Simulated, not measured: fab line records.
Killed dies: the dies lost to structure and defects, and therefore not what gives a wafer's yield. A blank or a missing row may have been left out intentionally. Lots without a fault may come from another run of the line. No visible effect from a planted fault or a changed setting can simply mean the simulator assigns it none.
A lot that was struck, set against a sound lot / flow n5_finfet / 15 out of 1938 route steps
Sound: the wafers L892.3, L892.4, L892.5. Wafers struck: L895.3, L895.5. The cause comes at the end.
Each step with rows lists, per side, the tool, then ch with its chambers, then its first start. Under that, the readings that differ: sound wafers / struck wafers / difference of the means / sigmas: that difference in standard deviations of wafers without a fault.
alike: a reading whose means differ by less than 2 such deviations, as well as words and numbers matching on both sides. not compared: withheld readings; readings where some wafer has no value; bounds like >300 that might hide an equal value; numbers whose values overlap and for which the record gives no deviation.
The two part at a step that has a row with sigmas, a row that says differs or no value, or rows on one side only. Numbers that have no deviation but don't overlap get no sigmas and don't part them. A reading missing from all wafers of one side parts the sides only when that side holds two or more wafers.

first, 2 steps without rows for these wafers: N5_PASSIVATION_DEVELOP_29 (develop time 60 s); N5_PASSIVATION_HARDBAKE_31 (time 120 s).
N5_PASSIVATION_CD_MEAS_30: the cd target is 4000 nm.
  sound on cd_sem-03 ch 0, day 13 12:23; struck on cd_sem-01 ch 0, day 14 01:43
  alike: cd_nm
N5_PASSIVATION_OVL_MEAS_63:
  sound on overlay-01 ch 0, day 13 12:25; struck on overlay-01 ch 0, day 14 01:45
  alike: PAD_OVL
N5_PASSIVATION_INSPECT_64: inspects for defects (macro).
  sound: defect_inspect-01 at day 13 12:26; struck: defect_inspect-01 at day 14 01:46
  alike: raw_defect_count
N5_PASSIVATION_DESCUM_32: chemistry O2, time 7.9 s.
  sound on rie_diel-05 ch 0,1,2, day 13 12:29; struck on rie_diel-03 ch 1,3, day 14 01:52
  alike: drypump_motor_current_A, oes_product_au, rf_vpp_V, showerhead_plenum_p_Torr, throttle_valve_pct
  not compared: rf_hours_counter_h
N5_PASSIVATION_AL_ETCH_33: etches Al in Cl2/BCl3, stops on TaN, target depth 2800 nm, time 466.7 s.
  sound on rie_metal-01 ch 0,1, day 13 12:43; struck on rie_metal-03 ch 0,1, day 14 02:05
  alike: bcl3_flow_sccm, drypump_motor_current_A, oes_product_au, throttle_valve_pct
  not compared: rf_hours_counter_h
N5_PASSIVATION_ETCH_59: etches TaN in Cl2/BCl3, target depth 65 nm, time 34.9 s.
  sound on rie_metal-01 ch 0,1, day 13 13:01; struck on rie_metal-03 ch 0,1, day 14 02:23
  alike: bcl3_flow_sccm, drypump_motor_current_A, oes_product_au, throttle_valve_pct
  not compared: rf_hours_counter_h
N5_PASSIVATION_STRIP_34: strips in O2.
  sound on rie_diel-03 ch 0,3, day 13 13:22; struck on rie_diel-03 ch 1, day 14 02:51
reading=oes_product_au (a.u.); sound=0.66 0.70 0.66; struck=0.91 0.87; difference=+0.22; sigmas=+2
reading=throttle_valve_pct (%); sound=17.02 17.04 17.04; struck=16.08 16.17; difference=-0.91; sigmas=-3
  alike: drypump_motor_current_A, rf_vpp_V, showerhead_plenum_p_Torr
  not compared: rf_hours_counter_h
then, 3 steps without rows for these wafers: N5_PASSIVATION_STRIP_51 (strips in post etch residue remover, time 1200 s); N5_PASSIVATION_CLEAN_69 (cleans in IPA, time 180 s); N5_PASSIVATION_SRD_70 (time 30 s).
N5_PASSIVATION_PECVD_53: deposits SiO2 from TEOS/O2, target thk 800 nm, time 169.4 s.
  sound on pecvd-03 ch 0,1,2, day 13 13:52; struck on pecvd-02 ch 0, day 14 03:21
reading=run_length_s (s); sound=197.1 197.6 197.1; struck=203.5 203.7; difference=+6.3; sigmas=+13
reading=model.SiO2_of_PASSIVATION_PECVD_53.thk_nm (nm); sound=780.6 800.4 791.8; struck=827.2 840; difference=+42.7; sigmas=
  alike: susceptor_temp_C
  not compared: since_wet_clean_h
N5_PASSIVATION_PECVD_35: deposits SiNx from SiH4/NH3/N2, target thk 700 nm, time 151.3 s.
  sound on pecvd-03 ch 0,1,2, day 13 13:59; struck on pecvd-02 ch 0, day 14 03:28
reading=showerhead_plenum_p_Torr (Torr); sound=8.68 8.82 8.85; struck=8.57 8.59; difference=-0.20; sigmas=-2
  alike: heater_power_w, run_length_s, susceptor_temp_C, throttle_valve_pct
  not compared: since_wet_clean_h
N5_PASSIVATION_PROBE_49:
  sound: prober-01 at day 13 17:46; struck: prober-01 at day 14 07:07
reading=sort_bin_6_memory (%); sound=4.3 4.2 5.6; struck=3.0 2.2; difference=-2.1; sigmas=-3
  alike: defect_limited_yield, killed_at_M0_to_M3, killed_at_M4_up, killed_at_contacts, killed_at_front_end, killed_at_other, killed_dies, killed_open, killed_short, sort_bin_5_function, sort_n_pass, sort_yield_pct

WHERE THEY PART
Earliest at N5_PASSIVATION_STRIP_34; latest, in this record, at N5_PASSIVATION_PROBE_49.

WHY: what had been put in by the simulator
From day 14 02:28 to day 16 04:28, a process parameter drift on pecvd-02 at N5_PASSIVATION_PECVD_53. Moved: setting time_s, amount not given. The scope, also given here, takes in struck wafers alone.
